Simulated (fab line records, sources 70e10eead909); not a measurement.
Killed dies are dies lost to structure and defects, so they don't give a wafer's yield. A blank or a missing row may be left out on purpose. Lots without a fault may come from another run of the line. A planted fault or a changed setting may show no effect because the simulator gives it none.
Chamber matching | flow nand_harc | NHARC_P_CONTACT_CMP_01 on cmp-03: 4 sister chambers
The step polishes SiO2, target thk 200 nm. 18 wafers are shown with their chamber, then 9 later ones without.

WAFERS WITH THEIR CHAMBER
wafer  | chamber | motor_current_A (A) | edge_zone_pressure_frac
L074.1 | 1       | 12.1                | 1.011
L074.3 | 2       | 12.5                | 0.998
L074.4 | 3       | 12.3                | 0.995
L076.2 | 3       | 11.1                | 1.000
L076.4 | 2       | 12.5                | 0.999
L076.5 | 2       | 11.7                | 1.003
L082.4 | 2       | 11.6                | 0.993
L082.5 | 2       | 11.8                | 0.999
L082.6 | 1       | 12.1                | 1.004
L084.3 | 2       | 11.8                | 0.997
L084.4 | 3       | 12.1                | 1.007
L084.6 | 1       | 11.8                | 0.996
L086.1 | 0       | 12.7                | 0.997
L086.4 | 2       | 11.6                | 0.999
L086.5 | 2       | 12.6                | 0.999
L089.1 | 2       | 12.3                | 0.999
L089.2 | 3       | 12.0                | 1.000
L089.6 | 2       | 11.6                | 1.003

SIGNATURES (means of the wafers above)
reading                 | chamber 0 | chamber 1 | chamber 2 | chamber 3 | scatter within a chamber
motor_current_A         | 12.700    | 12.000    | 12.000    | 11.875    | 0.423
edge_zone_pressure_frac | 0.99700   | 1.00367   | 0.99890   | 1.00050   | 0.0043
Rule: a wafer's distance from a chamber is the root of the sum, over the readings, of the square of ((its reading less the chamber's mean) divided by the reading's scatter). The wafer belongs to the nearest chamber; if the next one is less than 2 further off, it can't be placed. The scatter: the root of (the sum of the squares of (reading less its chamber's mean) over the shown wafers, divided by (wafers less chambers)).

WAFERS WITHOUT THEIR CHAMBER
wafer  | motor_current_A (A) | edge_zone_pressure_frac
L091.1 | 12.1                | 1.000
L091.3 | 12.1                | 0.995
L091.4 | 12.5                | 0.995
L092.1 | 11.6                | 0.998
L092.4 | 11.7                | 1.008
L092.6 | 12.6                | 1.007
L093.2 | 13.1                | 0.993
L093.4 | 12.4                | 0.991
L093.6 | 11.8                | 0.997

WHICH CHAMBER EACH WENT THROUGH
wafer  | from the rows above               | in truth
L091.1 | can't be placed: 2 or 3 or 1 or 0 | 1
L091.3 | can't be placed: 2 or 3 or 0 or 1 | 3
L091.4 | can't be placed: 0 or 2 or 3 or 1 | 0
L092.1 | can't be placed: 3 or 2 or 1 or 0 | 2
L092.4 | can't be placed: 1 or 3 or 2      | 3
L092.6 | can't be placed: 1 or 3 or 0 or 2 | 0
L093.2 | can't be placed: 0 or 2           | 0
L093.4 | can't be placed: 0 or 2 or 3 or 1 | 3
L093.6 | can't be placed: 2 or 3 or 1 or 0 | 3
Placed correctly: 0 of 9. Can't be placed from these rows: 9 (the true chamber is among the candidates in 9). Placed wrongly: 0.
